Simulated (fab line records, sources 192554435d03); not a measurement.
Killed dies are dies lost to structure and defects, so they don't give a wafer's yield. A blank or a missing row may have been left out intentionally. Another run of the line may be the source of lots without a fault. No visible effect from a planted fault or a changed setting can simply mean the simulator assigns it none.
Chamber matching    flow n5_finfet    rie_diel-01 running N5_BEOL_M13_ETCH_67: 4 sister chambers
The step etches SiARC in CF4, target depth 143 nm, time 238.3 s. 4 wafers are shown with their chamber, then 9 later ones without.

## WAFERS PAIRED WITH THEIR CHAMBERS
wafer   chamber  showerhead_plenum_p_Torr (Torr)
L077.4  1        2.16
L083.1  3        2.18
L083.2  2        2.08
L083.4  0        2.13

## WAFERS WITHOUT THEIR CHAMBER
wafer   showerhead_plenum_p_Torr (Torr)
L086.2  2.13
L086.3  2.08
L086.5  2.13
L087.2  2.13
L087.3  2.18
L087.6  2.08
L089.3  2.07
L089.5  2.17
L089.6  2.07

## CHAMBER TAKEN BY EACH
wafer   from the rows above      in truth
L086.2  0                        0
L086.3  2                        2
L086.5  0                        0
L087.2  0                        0
L087.3  3                        3
L087.6  2                        2
L089.3  2                        2
L089.5  can't be placed: 1 or 3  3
L089.6  2                        2
Correctly placed: 8 of 9. From these rows, 1 cannot be placed; in 1 the true chamber is one of the candidates. Number placed wrongly: 0.
How it was worked out, from the rows above alone: a wafer's distance from a chamber is the root of the sum, over the readings, of the square of ((its reading less the chamber's mean) divided by the reading's scatter). The wafer belongs to the nearest chamber; if the next one is less than 2 further off, it can't be placed. The mean given for a chamber averages the wafers shown for that chamber. The scatter: root of mean squared gap, hidden wafer to nearest shown wafer, with one shown wafer a chamber.
